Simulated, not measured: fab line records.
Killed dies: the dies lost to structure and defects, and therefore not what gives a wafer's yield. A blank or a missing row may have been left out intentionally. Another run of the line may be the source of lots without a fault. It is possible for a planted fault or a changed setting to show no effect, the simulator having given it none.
fab line records	flow nand_harc
record lots=13	wafers=39	last_day=27
route steps=1159 shown P_M0@275 A_BONDPAD@1078 THIN_TSV@1128 END@1159
lots that met no fault: taken from a fault-free run of the same line
start_h: hours from the record's opening day to when the first of the lot's shown wafers began	wait_h: hours elapsed since this lot's preceding step	" identical to the entry in the row above	L1.1+2: a row that stands for several wafers	- no value present, or no start provided	* or withheld: withheld	< > ~ a bound
route shown NAME@n: names a module that has steps shown in the file, with the first one's number in the route	usual: mean/standard deviation taken from wafers without a fault	same: alike in all rows	chamber/n: place in a boat	sites: readings site by site	_std_site: the standard deviation of these	_edge_site: mean of outer sites minus mean of inner sites	radius_mm: for every site, how far away it sits from the centre of the wafer	mask NAME#n: copy n	behind: the last tool/chamber to shape the wafer	hold: cause of the lot's hold/its duration in hours/its outcome	device: which transistor (n, p or np) failed to switch	end of line: the route-end tests of the same wafers	a step without rows: its recipe alone	killed: the dies lost at the first sort to structure and to defects; this is not the yield of the wafer	map: a wafer's dies, x killed, . not, _ none there
set.NAME: the setting the step ran with; set.NAME@STEP: the setting that earlier step ran with	model.NAME: the simulator's own value behind a step, which no gauge read
route steps across a sampled set of lots; one table per step, one row per wafer
services: the hour from which a tool's chamber was out of use, counted from the record's first day as start_h (under 0 if before that day), plus the number of hours and why
## steps
# step NHARC_P_M0_PVD_21
# recipe target_thk_a=300	chamber_pressure_pa=5	power_w=5000	substrate_temp_c=30	time_s=20.49	material=Cu
# usual cathode_dc_power_W=5000.0/0.85	throttle_valve_pct=29.9/0.92
lot.wafer	tool	chamber	start_h	wait_h	cathode_dc_power_W	throttle_valve_pct
L292.1	pvd_sputter-02	-	107.47	-	5000.6	30.8
L292.6	"	-	"	"	4999.3	30.0
L292.5	"	-	"	"	4998.4	29.3
L293.3	pvd_sputter-03	-	129.09	-	5000.3	29.0
L293.2	"	-	"	"	4998.9	31.0
L293.6	"	-	"	"	4999.5	30.5
L294.1	pvd_sputter-02	-	130.49	-	4999.0	30.2
L294.3	"	-	"	"	4998.7	29.3
L294.4	"	-	"	"	5000.8	30.5
L295.4	pvd_sputter-02	-	133.27	-	4999.8	30.7
L295.1	"	-	"	"	5000.1	30.4
L295.6	"	-	"	"	4999.2	30.2
L297.4	pvd_sputter-03	-	146.18	-	4999.3	28.9
L297.6	"	-	"	"	4999.7	30.1
L297.5	"	-	"	"	4999.1	29.1
L298.1	pvd_sputter-03	-	160.09	-	5000.6	28.9
L298.2	"	-	"	"	4999.6	31.2
L298.4	"	-	"	"	5000.1	30.3
L300.4	pvd_sputter-02	-	160.66	-	5000.8	29.1
L300.2	"	-	"	"	5000.2	30.6
L300.6	"	-	"	"	5000.4	30.9
L299.4	pvd_sputter-03	-	161.05	-	5000.4	28.9
L299.2	"	-	"	"	5001.4	29.1
L299.3	"	-	"	"	5000.2	31.1
L301.3	pvd_sputter-03	-	170.86	-	5000.6	30.6
L301.6	"	-	"	"	4999.4	31.3
L301.5	"	-	"	"	4999.7	30.1
L304.2	pvd_sputter-03	-	197.60	-	4999.9	29.0
L304.4	"	-	"	"	5000.3	30.8
L304.6	"	-	"	"	5000.4	31.3
L305.4	pvd_sputter-02	-	210.76	-	5000.7	29.2
L305.6	"	-	"	"	4999.6	30.9
L305.5	"	-	"	"	4999.3	30.5
L312.1	pvd_sputter-02	-	234.48	-	5000.1	30.4
L312.6	"	-	"	"	5000.4	30.7
L312.5	"	-	"	"	4999.8	29.8
L313.1	pvd_sputter-02	-	244.06	-	4999.3	30.4
L313.2	"	-	"	"	4999.0	29.9
L313.6	"	-	"	"	5001.2	30.0
# step NHARC_A_BONDPAD_CD_MEAS_13
# usual cd_nm=499.6/1.4
lot.wafer	tool	chamber	start_h	wait_h	cd_nm
L292.1	cd_sem-03	-	438.82	-	499.2
L292.5	"	-	"	"	500.2
L292.6	"	-	"	"	497.6
L293.2	cd_sem-03	-	444.82	-	499.6
L293.3	"	-	"	"	500.9
L293.6	"	-	"	"	498.8
L294.1	cd_sem-01	-	446.92	-	498.6
L294.3	"	-	"	"	497.2
L294.4	"	-	"	"	497.4
L295.1	cd_sem-01	-	450.94	-	499.9
L295.4	"	-	"	"	498.7
L295.6	"	-	"	"	497.0
L297.4	cd_sem-03	-	471.59	-	499.5
L297.5	"	-	"	"	500.3
L297.6	"	-	"	"	498.6
L301.3	cd_sem-03	-	525.07	-	500.4
L301.5	"	-	"	"	499.0
L301.6	"	-	"	"	500.3
L300.2	cd_sem-01	-	525.36	-	500.8
L300.4	"	-	"	"	501.2
L300.6	"	-	"	"	497.1
L298.1	cd_sem-01	-	534.59	-	499.4
L298.2	"	-	"	"	500.8
L298.4	"	-	"	"	500.0
L299.2	cd_sem-03	-	556.25	-	501.5
L299.3	"	-	"	"	502.2
L299.4	"	-	"	"	502.4
L304.2	cd_sem-03	-	563.01	-	500.6
L304.4	"	-	"	"	497.8
L304.6	"	-	"	"	499.3
L305.4	cd_sem-03	-	572.21	-	500.7
L305.5	"	-	"	"	500.2
L305.6	"	-	"	"	500.2
L312.6	cd_sem-02	-	579.62	-	496.3
L313.2	cd_sem-01	-	591.26	-	497.8
L313.6	"	-	"	"	497.3
# step NHARC_A_BONDPAD_INSPECT_23
# usual raw_defect_count=454/110
lot.wafer	tool	chamber	start_h	wait_h	raw_defect_count
L292.1	defect_inspect-02	-	441.16	0.0	318
L292.5	"	-	"	"	412
L292.6	"	-	"	"	359
L293.2	defect_inspect-01	-	447.10	0.0	639
L293.3	"	-	"	"	785
L293.6	"	-	"	"	613
L294.1	defect_inspect-02	-	449.21	0.0	497
L294.3	"	-	"	"	365
L294.4	"	-	"	"	594
L295.1	defect_inspect-02	-	453.53	0.0	341
L295.4	"	-	"	"	427
L295.6	"	-	"	"	335
L297.4	defect_inspect-01	-	473.81	0.0	436
L297.5	"	-	"	"	576
L297.6	"	-	"	"	486
L301.3	defect_inspect-01	-	527.33	0.0	416
L301.5	"	-	"	"	310
L301.6	"	-	"	"	452
L300.2	defect_inspect-01	-	527.72	0.0	381
L300.4	"	-	"	"	305
L300.6	"	-	"	"	352
L298.1	defect_inspect-01	-	536.85	0.0	334
L298.2	"	-	"	"	395
L298.4	"	-	"	"	404
L299.2	defect_inspect-01	-	558.55	0.0	509
L299.3	"	-	"	"	455
L299.4	"	-	"	"	552
L304.2	defect_inspect-01	-	565.67	0.0	378
L304.4	"	-	"	"	396
L304.6	"	-	"	"	377
L305.4	defect_inspect-02	-	574.59	0.0	291
L305.5	"	-	"	"	526
L305.6	"	-	"	"	346
L312.6	defect_inspect-02	-	582.17	0.1	344
L313.2	defect_inspect-02	-	593.51	0.0	502
L313.6	"	-	"	"	475
# step NHARC_THIN_TSV_PRE_CLEAN_50
# recipe time_s=30	temp_c=280	gas=H2/He
# usual heater_power_w=422/33
lot.wafer	tool	chamber	start_h	wait_h	heater_power_w
L292.1	pvd_sputter-01	-	-	-	436
L292.6	"	-	"	"	408
L292.5	"	-	"	"	405
L294.1	pvd_sputter-02	-	-	-	437
L294.3	"	-	"	"	375
L294.4	"	-	"	"	409
L293.3	pvd_sputter-02	-	-	-	444
L293.2	"	-	"	"	481
L293.6	"	-	"	"	427
L295.1	pvd_sputter-01	-	-	-	458
L295.4	"	-	"	"	416
L295.6	"	-	"	"	425
L297.4	pvd_sputter-01	-	-	-	432
L297.5	"	-	"	"	398
L297.6	"	-	"	"	425
L301.3	pvd_sputter-02	-	-	-	391
L301.6	"	-	"	"	390
L301.5	"	-	"	"	500
L300.2	pvd_sputter-02	-	-	-	409
L300.4	"	-	"	"	422
L300.6	"	-	"	"	411
L298.4	pvd_sputter-03	-	-	-	429
L298.2	"	-	"	"	442
L298.1	"	-	"	"	387
L299.3	pvd_sputter-01	-	-	-	428
L299.4	"	-	"	"	427
L299.2	"	-	"	"	466
L304.4	pvd_sputter-03	-	-	-	426
L304.2	"	-	"	"	385
L304.6	"	-	"	"	445
L305.4	pvd_sputter-03	-	-	-	378
L305.6	"	-	"	"	445
L305.5	"	-	"	"	388
L312.6	pvd_sputter-03	-	-	-	444
L313.2	pvd_sputter-02	-	-	-	462
L313.6	"	-	"	"	452
# step NHARC_END_SORT_01
# recipe temp_c=25
# usual defect_limited_yield=95.4/1.6	killed_at_array=28/11	killed_at_other=0.9/1.2	killed_at_periphery=2.6/2.1	killed_dies=31/11	killed_open=3.1/1.7	killed_short=1.9/1.3	sort_bin_2_pct=1.5/0.64	sort_bin_3_pct=0.26/0.21	sort_bin_4_pct=2.9/1.1	sort_n_pass=646/11	sort_rim_yield_pct=96.4/2.3	sort_yield_pct=95.4/1.6
# same gross_dies=677	sort_bin_5_pct[%]=0	sort_bin_6_pct[%]=0	sort_bin_7_pct[%]=0	sort_bin_8_pct[%]=0	sort_rim_n_gross=106.00
lot.wafer	tool	chamber	start_h	wait_h	hold	defect_limited_yield[%]	killed_at_array	killed_at_other	killed_at_periphery	killed_dies	killed_open	killed_short	sort_bin_2_pct[%]	sort_bin_3_pct[%]	sort_bin_4_pct[%]	sort_n_pass	sort_rim_yield_pct[%]	sort_yield_pct[%]
L292.1	prober-02	0	476.46	2.5	-	95.7	26	1	2	29	1	3	1.5	0	2.8	648	99.1	95.7
L292.5	prober-02	0	479.66	3.7	-	95.1	30	1	2	33	2	2	1.8	0.15	3.0	644	96.2	95.1
L292.6	prober-02	0	480.46	4.0	-	94.5	34	0	3	37	2	2	1.2	0.59	3.7	640	96.2	94.5
L294.1	prober-02	0	484.24	2.5	-	97.9	11	1	2	14	4	1	0.4	0	1.6	663	98.1	97.9
L294.3	prober-02	0	485.84	3.1	-	98.1	12	0	1	13	1	0	0.7	0	1.2	664	99.1	98.1
L294.4	prober-02	0	486.64	3.4	-	97.8	12	0	3	15	1	1	0.6	0	1.6	662	100.0	97.8
L295.1	prober-02	0	492.05	2.5	-	97.6	15	0	1	16	3	2	1.0	0.15	1.2	661	94.3	97.6
L295.4	prober-02	0	494.47	3.4	-	96.6	22	0	1	23	1	2	1.0	0.30	2.1	654	95.3	96.6
L295.6	prober-02	0	496.09	4.0	-	98.2	12	0	0	12	2	0	0.6	0.15	1.0	665	98.1	98.2
L293.2	prober-01	0	492.64	2.8	-	92.3	44	2	6	52	2	1	2.7	0.74	4.3	625	92.5	92.3
L293.3	prober-01	0	493.46	3.1	-	92.9	46	1	1	48	2	1	2.4	0.30	4.4	629	92.5	92.9
L293.6	prober-01	0	495.93	4.1	-	93.1	41	1	5	47	5	1	1.8	0.30	4.9	630	98.1	93.1
L297.4	prober-01	0	503.70	3.4	-	97.3	15	0	3	18	0	0	0.4	0	2.2	659	100.0	97.3
L297.5	prober-01	0	504.50	3.7	-	96.0	23	0	4	27	3	1	0.7	0.15	3.1	650	99.1	96.0
L297.6	prober-01	0	505.30	4.0	-	96.9	18	0	3	21	3	1	1.0	0	2.1	656	95.3	96.9
L301.3	prober-01	0	558.39	3.1	-	98.5	8	0	2	10	0	0	0.6	0.15	0.7	667	97.2	98.5
L301.5	prober-01	0	559.99	3.7	-	97.5	12	1	4	17	2	6	0.9	0.30	1.3	660	97.2	97.5
L301.6	prober-01	0	560.79	4.0	-	97.8	13	1	1	15	2	1	0.6	0	1.6	662	95.3	97.8
L300.2	prober-01	0	565.43	2.8	-	96.9	20	0	1	21	2	0	0.7	0	2.4	656	98.1	96.9
L300.4	prober-01	0	567.03	3.4	-	95.3	24	4	4	32	3	2	1.6	0.15	3.0	645	97.2	95.3
L300.6	prober-01	0	568.63	4.0	-	95.6	24	2	4	30	5	2	1.0	0.44	3.0	647	97.2	95.6
L298.1	prober-02	0	572.34	2.5	-	97.6	13	0	3	16	4	1	0.6	0	1.8	661	97.2	97.6
L298.2	prober-02	0	573.14	2.8	-	97.5	15	0	2	17	2	3	0.6	0	1.9	660	96.2	97.5
L298.4	prober-02	0	574.75	3.4	-	97.9	10	0	4	14	1	2	0	0.15	1.9	663	94.3	97.9
L299.2	prober-02	0	587.14	2.8	-	96.2	18	4	4	26	6	1	1.3	0	2.5	651	97.2	96.2
L299.3	prober-02	0	587.94	3.1	-	97.8	12	1	2	15	2	1	0.3	0.15	1.8	662	98.1	97.8
L299.4	prober-02	0	588.75	3.4	-	97.0	16	3	1	20	5	4	0.4	0	2.5	657	97.2	97.0
L304.2	prober-01	0	594.39	2.8	-	96.8	19	0	3	22	1	2	1.3	0.15	1.8	655	99.1	96.8
L304.4	prober-01	0	596.01	3.4	-	95.4	29	0	2	31	3	1	1.9	0	2.7	646	94.3	95.4
L304.6	prober-01	0	597.62	4.0	-	96.9	19	0	2	21	3	1	1.0	0	2.1	656	98.1	96.9
L305.4	prober-01	0	603.90	3.4	-	93.8	33	5	4	42	5	4	1.9	0	4.3	635	98.1	93.8
L305.5	prober-01	0	604.71	3.7	-	95.3	27	1	4	32	2	0	2.2	0.30	2.2	645	97.2	95.3
L305.6	prober-01	0	605.52	4.0	-	95.3	22	3	7	32	3	2	1.0	0.15	3.5	645	96.2	95.3
L312.1	prober-02	0	621.68	2.5	await_dispo/3.0h/release	0	15	0	662	677	4	0	98.5	0	1.5	0	0	0
L312.5	prober-02	0	624.87	3.7	await_dispo/3.0h/release	0	17	0	660	677	4	1	98.2	0.30	1.5	0	0	0
L312.6	prober-02	0	625.67	4.0	await_dispo/3.0h/release	95.9	21	0	7	28	7	1	0.6	0.15	3.4	649	96.2	95.9
L313.1	prober-02	0	644.94	2.5	await_dispo/2.4h/release	0	39	2	636	677	5	2	96.5	0.30	3.2	0	0	0
L313.2	prober-02	0	645.74	2.8	await_dispo/2.4h/release	95.0	27	7	0	34	1	1	1.5	1.03	2.5	643	87.7	95.0
L313.6	prober-02	0	648.93	4.0	await_dispo/2.4h/release	94.5	36	1	0	37	3	2	1.8	0.30	3.4	640	97.2	94.5
# killed by level:class
L292.1 A_CHANNEL_HOLE_D1:chamber_film_flake=11 A_SLIT:chamber_film_flake=5 A_STAIRCASE:chamber_film_flake=4 P_STI:chamber_film_flake=2 A_ONON_D1:geometric_particle:short=1 A_CHANNEL_FILL_D1:geometric_particle:open=1 A_CHANNEL_FILL_D1:geometric_particle:short=1 A_CONTACT:geometric_particle:short=1
L292.5 A_CHANNEL_HOLE_D1:chamber_film_flake=13 A_SLIT:chamber_film_flake=9 A_STAIRCASE:chamber_film_flake=2 A_CONTACT:chamber_film_flake=2 A_ONON_D1:geometric_particle:open=1 A_CHANNEL_FILL_D1:geometric_particle:open=1 A_CHANNEL_FILL_D1:geometric_particle:short=1 A_BLC:geometric_particle:short=1
L292.6 A_CHANNEL_HOLE_D1:chamber_film_flake=13 A_SLIT:chamber_film_flake=9 A_STAIRCASE:chamber_film_flake=6 A_CONTACT:chamber_film_flake=4 A_CHANNEL_FILL_D1:geometric_particle:short=2 P_M0:geometric_particle:open=1 P_M1:geometric_particle:open=1 P_ZERO_WELL:chamber_film_flake=1
L294.1 A_CONTACT:chamber_film_flake=3 A_CHANNEL_HOLE_D1:chamber_film_flake=2 A_SLIT:chamber_film_flake=2 P_STI:geometric_particle:short=1 P_CONTACT:geometric_particle:open=1 A_ONON_D1:geometric_particle:open=1 A_CONTACT:geometric_particle:open=1 A_BLC:geometric_particle:open=1
L294.3 A_STAIRCASE:chamber_film_flake=3 A_SLIT:chamber_film_flake=3 A_CONTACT:chamber_film_flake=3 A_CHANNEL_FILL_D1:geometric_particle:open=1 P_ZERO_WELL:chamber_film_flake=1 A_SGD_CUT:chamber_film_flake=1 A_WL_FILL:chamber_film_flake=1
L294.4 A_CHANNEL_HOLE_D1:chamber_film_flake=5 A_WL_FILL:chamber_film_flake=3 P_STI:chamber_film_flake=2 P_GATE:geometric_particle:short=1 A_M0:geometric_particle:open=1 A_STAIRCASE:chamber_film_flake=1 A_SLIT:chamber_film_flake=1 A_CONTACT:chamber_film_flake=1
L295.1 A_SLIT:chamber_film_flake=5 A_STAIRCASE:chamber_film_flake=3 P_M1:geometric_particle:open=1 A_ONON_D1:geometric_particle:short=1 A_WL_FILL:geometric_particle:open=1 A_CONTACT:geometric_particle:short=1 A_M0:geometric_particle:open=1 A_CHANNEL_HOLE_D1:chamber_film_flake=1
L293.2 A_CHANNEL_HOLE_D1:chamber_film_flake=16 A_STAIRCASE:chamber_film_flake=12 A_SLIT:chamber_film_flake=11 P_STI:chamber_film_flake=2 THIN_TSV:chamber_film_flake=2 A_CONTACT:chamber_film_flake=2 P_CONTACT:geometric_particle:open=1 P_M0:geometric_particle:open=1
L293.3 A_CHANNEL_HOLE_D1:chamber_film_flake=18 A_STAIRCASE:chamber_film_flake=10 A_SLIT:chamber_film_flake=9 A_CONTACT:geometric_particle:open=2 A_BLC:chamber_film_flake=2 A_CHANNEL_FILL_D1:chamber_film_flake=2 A_CONTACT:chamber_film_flake=2 A_WL_FILL:geometric_particle:short=1
L295.4 A_SLIT:chamber_film_flake=9 A_STAIRCASE:chamber_film_flake=3 A_WL_FILL:chamber_film_flake=3 A_CONTACT:chamber_film_flake=3 A_CHANNEL_HOLE_D1:chamber_film_flake=2 P_M1:geometric_particle:short=1 A_M0:geometric_particle:open=1 A_M1:geometric_particle:short=1
L293.6 A_CHANNEL_HOLE_D1:chamber_film_flake=17 A_STAIRCASE:chamber_film_flake=8 A_SLIT:chamber_film_flake=8 P_GATE:chamber_film_flake=2 P_CONTACT:geometric_particle:open=1 P_M0:geometric_particle:open=1 A_CHANNEL_FILL_D1:geometric_particle:short=1 A_CHANNEL_FILL_D1:geometric_particle:open=1
L295.6 A_CHANNEL_HOLE_D1:chamber_film_flake=3 A_SLIT:chamber_film_flake=3 A_CONTACT:chamber_film_flake=3 A_WL_FILL:geometric_particle:open=2 A_STAIRCASE:chamber_film_flake=1
L297.4 A_SLIT:chamber_film_flake=8 P_CONTACT:chamber_film_flake=2 A_CHANNEL_HOLE_D1:chamber_film_flake=2 A_STAIRCASE:chamber_film_flake=2 P_GATE:chamber_film_flake=1 A_ZERO_WELL:chamber_film_flake=1 A_WL_FILL:chamber_film_flake=1 A_CONTACT:chamber_film_flake=1
L297.5 A_SLIT:chamber_film_flake=8 A_CONTACT:chamber_film_flake=5 A_CHANNEL_HOLE_D1:chamber_film_flake=4 A_STAIRCASE:chamber_film_flake=3 P_CONTACT:geometric_particle:open=2 P_CONTACT:chamber_film_flake=2 A_ONON_D1:geometric_particle:open=1 A_SGD_CUT:geometric_particle:short=1
L297.6 A_SLIT:chamber_film_flake=9 A_CONTACT:chamber_film_flake=5 P_CONTACT:chamber_film_flake=2 P_M0:geometric_particle:open=1 A_CHANNEL_FILL_D1:geometric_particle:open=1 A_STAIRCASE:geometric_particle:open=1 A_SGD_CUT:geometric_particle:short=1 A_STAIRCASE:chamber_film_flake=1
L301.3 A_CHANNEL_HOLE_D1:chamber_film_flake=3 A_SLIT:chamber_film_flake=2 P_ZERO_WELL:chamber_film_flake=1 P_BONDPAD:chamber_film_flake=1 A_STAIRCASE:chamber_film_flake=1 A_WL_FILL:chamber_film_flake=1 A_CONTACT:chamber_film_flake=1
L301.5 A_CHANNEL_HOLE_D1:chamber_film_flake=4 A_CHANNEL_FILL_D1:geometric_particle:short=2 P_STI:chamber_film_flake=2 A_CONTACT:chamber_film_flake=2 P_GATE:geometric_particle:short=1 P_CONTACT:geometric_particle:open=1 A_ONON_D1:geometric_particle:short=1 A_WL_FILL:geometric_particle:short=1
L301.6 A_CHANNEL_HOLE_D1:chamber_film_flake=4 A_CONTACT:chamber_film_flake=3 A_CHANNEL_FILL_D1:geometric_particle:open=2 A_STAIRCASE:chamber_film_flake=2 P_M0:geometric_particle:short=1 A_ZERO_WELL:chamber_film_flake=1 A_WL_FILL:chamber_film_flake=1 THIN_TSV:chamber_film_flake=1
L300.2 A_CHANNEL_HOLE_D1:chamber_film_flake=11 A_CONTACT:chamber_film_flake=5 A_CHANNEL_FILL_D1:chamber_film_flake=2 P_GATE:geometric_particle:open=1 A_BLC:geometric_particle:open=1 A_STAIRCASE:chamber_film_flake=1
L300.4 A_CHANNEL_HOLE_D1:chamber_film_flake=19 THIN_TSV:chamber_film_flake=3 A_ZERO_WELL:chamber_film_flake=2 A_CONTACT:chamber_film_flake=2 P_GATE:geometric_particle:open=1 P_CONTACT:geometric_particle:open=1 P_M1:geometric_particle:open=1 A_ONON_D1:geometric_particle:short=1
L300.6 A_CHANNEL_HOLE_D1:chamber_film_flake=10 A_CONTACT:chamber_film_flake=6 P_M0:geometric_particle:open=2 A_ZERO_WELL:chamber_film_flake=2 A_CHANNEL_FILL_D1:chamber_film_flake=2 P_CONTACT:geometric_particle:open=1 A_SOURCE_PLATE:geometric_particle:open=1 A_CHANNEL_FILL_D1:geometric_particle:short=1
L298.1 A_STAIRCASE:chamber_film_flake=3 A_CONTACT:chamber_film_flake=3 P_CONTACT:geometric_particle:open=2 A_CHANNEL_HOLE_D1:chamber_film_flake=2 A_ONON_D1:geometric_particle:open=1 A_CHANNEL_FILL_D1:geometric_particle:open=1 A_CONTACT:geometric_particle:short=1 P_STI:chamber_film_flake=1
L298.2 A_CONTACT:chamber_film_flake=5 A_STAIRCASE:chamber_film_flake=3 A_SGD_CUT:geometric_particle:open=2 A_WL_FILL:geometric_particle:short=2 A_CHANNEL_HOLE_D1:chamber_film_flake=2 P_M1:geometric_particle:short=1 P_STI:chamber_film_flake=1 A_WL_FILL:chamber_film_flake=1
L298.4 A_CHANNEL_HOLE_D1:chamber_film_flake=4 A_CONTACT:chamber_film_flake=3 A_STAIRCASE:chamber_film_flake=2 P_STI:geometric_particle:open=1 P_CONTACT:geometric_particle:short=1 P_M1:geometric_particle:short=1 P_CONTACT:chamber_film_flake=1 A_WL_FILL:chamber_film_flake=1
L299.2 A_CHANNEL_HOLE_D1:chamber_film_flake=9 A_SGD_CUT:chamber_film_flake=4 THIN_TSV:chamber_film_flake=4 P_M1:geometric_particle:open=2 A_M0:geometric_particle:open=2 P_M0:geometric_particle:open=1 A_SOURCE_PLATE:geometric_particle:short=1 A_CHANNEL_FILL_D1:geometric_particle:open=1
L299.3 A_CHANNEL_HOLE_D1:chamber_film_flake=4 A_STAIRCASE:chamber_film_flake=3 A_CONTACT:chamber_film_flake=2 P_M0:geometric_particle:open=1 P_M1:geometric_particle:open=1 A_CHANNEL_FILL_D1:geometric_particle:short=1 A_SGD_CUT:chamber_film_flake=1 A_M0:chamber_film_flake=1
L299.4 A_CHANNEL_HOLE_D1:chamber_film_flake=7 THIN_TSV:chamber_film_flake=3 A_M1:geometric_particle:open=2 P_CONTACT:geometric_particle:short=1 A_CHANNEL_FILL_D1:geometric_particle:open=1 A_WL_FILL:geometric_particle:short=1 A_WL_FILL:geometric_particle:open=1 A_CONTACT:geometric_particle:open=1
L304.2 A_SLIT:chamber_film_flake=10 A_CHANNEL_HOLE_D1:chamber_film_flake=4 A_WL_FILL:geometric_particle:short=2 P_STI:geometric_particle:open=1 P_ZERO_WELL:chamber_film_flake=1 P_GATE:chamber_film_flake=1 A_STAIRCASE:chamber_film_flake=1 A_WL_FILL:chamber_film_flake=1
L304.4 A_SLIT:chamber_film_flake=12 A_CHANNEL_HOLE_D1:chamber_film_flake=5 A_CHANNEL_FILL_D1:chamber_film_flake=3 A_CONTACT:geometric_particle:open=2 A_WL_FILL:chamber_film_flake=2 A_CONTACT:chamber_film_flake=2 A_M0:geometric_particle:short=1 A_WL_FILL:geometric_particle:open=1
L304.6 A_SLIT:chamber_film_flake=8 A_CHANNEL_HOLE_D1:chamber_film_flake=4 A_WL_FILL:chamber_film_flake=3 P_CONTACT:geometric_particle:open=1 A_ONON_D1:geometric_particle:short=1 A_ONON_D1:geometric_particle:open=1 A_CHANNEL_FILL_D1:geometric_particle:open=1 P_ZERO_WELL:chamber_film_flake=1
L305.4 A_CHANNEL_HOLE_D1:chamber_film_flake=18 A_M1:chamber_film_flake=6 A_WL_FILL:geometric_particle:short=3 THIN_TSV:chamber_film_flake=3 A_ONON_D1:geometric_particle:open=2 P_M1:chamber_film_flake=2 A_STAIRCASE:chamber_film_flake=2 P_STI:geometric_particle:open=1
L305.5 A_CHANNEL_HOLE_D1:chamber_film_flake=18 P_M1:chamber_film_flake=3 A_M1:chamber_film_flake=3 A_CONTACT:chamber_film_flake=2 A_SGD_CUT:geometric_particle:open=1 A_WL_FILL:geometric_particle:open=1 P_ZERO_WELL:chamber_film_flake=1 A_ZERO_WELL:chamber_film_flake=1
L305.6 A_CHANNEL_HOLE_D1:chamber_film_flake=15 P_M1:chamber_film_flake=5 THIN_TSV:chamber_film_flake=3 A_M1:chamber_film_flake=2 P_M0:geometric_particle:short=1 P_M1:geometric_particle:open=1 A_ONON_D1:geometric_particle:open=1 A_WL_FILL:geometric_particle:short=1
L312.1 P_M0:area_pvd=656 P_M1:chamber_film_flake=6 A_CHANNEL_HOLE_D1:chamber_film_flake=3 A_CONTACT:chamber_film_flake=3 A_CONTACT:geometric_particle:open=2 A_STAIRCASE:chamber_film_flake=2 A_BONDPAD:chamber_film_flake=2 A_SLIT:geometric_particle:open=1
L312.5 P_M0:area_pvd=657 A_STAIRCASE:chamber_film_flake=6 A_CHANNEL_HOLE_D1:chamber_film_flake=3 A_CONTACT:chamber_film_flake=3 A_M0:geometric_particle:open=2 P_M1:chamber_film_flake=2 P_M0:geometric_particle:open=1 A_CONTACT:geometric_particle:short=1
L312.6 A_STAIRCASE:chamber_film_flake=6 A_CHANNEL_HOLE_D1:chamber_film_flake=5 A_CONTACT:chamber_film_flake=4 P_M1:chamber_film_flake=3 A_CHANNEL_FILL_D1:geometric_particle:open=2 P_GATE:geometric_particle:short=1 P_GATE:geometric_particle:open=1 P_CONTACT:geometric_particle:open=1
L313.1 P_M0:area_pvd=636 A_SLIT:chamber_film_flake=20 A_CHANNEL_HOLE_D1:chamber_film_flake=6 A_STAIRCASE:chamber_film_flake=3 A_CONTACT:chamber_film_flake=2 THIN_TSV:chamber_film_flake=2 A_SOURCE_PLATE:geometric_particle:short=1 A_CHANNEL_FILL_D1:geometric_particle:open=1
L313.2 A_SLIT:chamber_film_flake=16 THIN_TSV:chamber_film_flake=7 A_CHANNEL_HOLE_D1:chamber_film_flake=4 A_WL_FILL:chamber_film_flake=2 A_CONTACT:chamber_film_flake=2 A_WL_FILL:geometric_particle:short=1 A_CONTACT:geometric_particle:open=1 A_STAIRCASE:chamber_film_flake=1
L313.6 A_SLIT:chamber_film_flake=20 A_CONTACT:chamber_film_flake=5 A_CHANNEL_HOLE_D1:chamber_film_flake=4 A_WL_FILL:geometric_particle:short=2 A_CONTACT:geometric_particle:open=1 A_BLC:geometric_particle:open=1 A_M0:geometric_particle:open=1 A_STAIRCASE:chamber_film_flake=1
## services
tool	chamber	start_h	hours	kind
pvd_sputter-03	-	102.00	10.0	pm
pvd_sputter-01	-	124.79	1.1	repair
pvd_sputter-02	-	140.30	20.0	repair
pvd_sputter-01	-	158.00	10.0	pm
pvd_sputter-03	-	204.12	0.7	repair
pvd_sputter-02	-	214.00	10.0	pm
pvd_sputter-02	-	246.93	1.6	repair
pvd_sputter-03	-	280.06	10.0	pm
pvd_sputter-01	-	318.74	12.3	repair
pvd_sputter-01	-	336.00	10.0	pm
pvd_sputter-02	-	392.00	10.0	pm
pvd_sputter-03	-	404.00	3.0	repair
pvd_sputter-01	-	404.17	4.2	repair
pvd_sputter-03	-	458.06	10.0	pm
pvd_sputter-01	-	463.54	1.1	repair
pvd_sputter-03	-	491.92	1.0	repair
pvd_sputter-03	-	497.98	1.0	repair
pvd_sputter-01	-	514.00	10.0	pm
pvd_sputter-02	-	537.91	0.5	repair
pvd_sputter-01	-	548.86	7.2	repair
pvd_sputter-02	-	551.57	0.5	repair
pvd_sputter-02	-	570.00	10.0	pm
## key
first_sign step=NHARC_END_SORT_01	reading=killed_at_periphery	direction=up	sigmas=99+	usual=2.6	struck=652.7
effect step=NHARC_END_SORT_01	reading=sort_bin_2_pct	direction=up	sigmas=99+	usual=1.5	struck=97.7
more_kills_born_at NHARC_P_M0_PVD_21@pvd_sputter-02=1949
met_at NHARC_P_M0_PVD_21
struck_lots L312,L313
struck_wafers L312.1,L312.5,L313.1
later_rows_left_out L312.1,L312.5,L313.1
not_acting_at NHARC_A_BONDPAD_CD_MEAS_13,NHARC_A_BONDPAD_INSPECT_23,NHARC_THIN_TSV_PRE_CLEAN_50
onset_between 210.76 234.48
fault kind=process_parameter_drift	tool=pvd_sputter-02	chamber=-	onset_h=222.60	steps=NHARC_P_M0_PVD_21	channel=target_thk_a	offset=*	shape=step	end_h=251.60	scope=struck_wafers_only	acts_in=*	stated=*
# later_rows_left_out: the simulator's readings of these wafers behind a module that went badly wrong aren't trusted and aren't shown, but for the sort
